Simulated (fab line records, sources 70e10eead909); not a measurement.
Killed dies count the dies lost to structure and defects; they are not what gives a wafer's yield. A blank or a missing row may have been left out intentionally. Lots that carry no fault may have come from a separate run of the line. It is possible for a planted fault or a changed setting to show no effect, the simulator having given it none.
Chamber matching :: flow nand-harc :: NHARC_THIN_TSV_DEP_47 on pecvd-01: 3 sister chambers
The step deposits SiO2, target thk 200 nm. 3 wafers are shown with their chamber, then 7 later ones without.

## WAFERS WITH THEIR CHAMBER
wafer: L191.6
chamber: 1
flow-sccm (sccm): 2644

wafer: L196.2
chamber: 0
flow-sccm (sccm): 2648

wafer: L196.3
chamber: 2
flow-sccm (sccm): 2668

## WAFERS WITH NO CHAMBER GIVEN
wafer: L196.5
flow-sccm (sccm): 2653

wafer: L198.1
flow-sccm (sccm): 2646

wafer: L199.2
flow-sccm (sccm): 2648

wafer: L199.6
flow-sccm (sccm): 2645

wafer: L207.1
flow-sccm (sccm): 2648

wafer: L207.4
flow-sccm (sccm): 2646

wafer: L207.5
flow-sccm (sccm): 2650

## EACH ONE'S CHAMBER
wafer: L196.5
from the rows above: can't be placed: 0 or 1
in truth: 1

wafer: L198.1
from the rows above: can't be placed: 0 or 1
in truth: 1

wafer: L199.2
from the rows above: can't be placed: 0 or 1
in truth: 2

wafer: L199.6
from the rows above: can't be placed: 1 or 0
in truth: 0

wafer: L207.1
from the rows above: can't be placed: 0 or 1
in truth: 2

wafer: L207.4
from the rows above: can't be placed: 0 or 1
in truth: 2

wafer: L207.5
from the rows above: can't be placed: 0 or 1
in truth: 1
0 of 7 placed correctly. Not placeable from these rows: 7 (in 4, the candidates include the true chamber). Number placed wrongly: 0.
How it was worked out, from the rows above alone: a wafer's distance from a chamber is the root of the sum, over the readings, of the square of ((its reading less the chamber's mean) divided by the reading's scatter). The wafer belongs to the nearest chamber; if the next one is less than 2 further off, it can't be placed. The mean given for a chamber averages the wafers shown for that chamber. The scatter: root of mean squared gap, hidden wafer to nearest shown wafer, with one shown wafer a chamber.
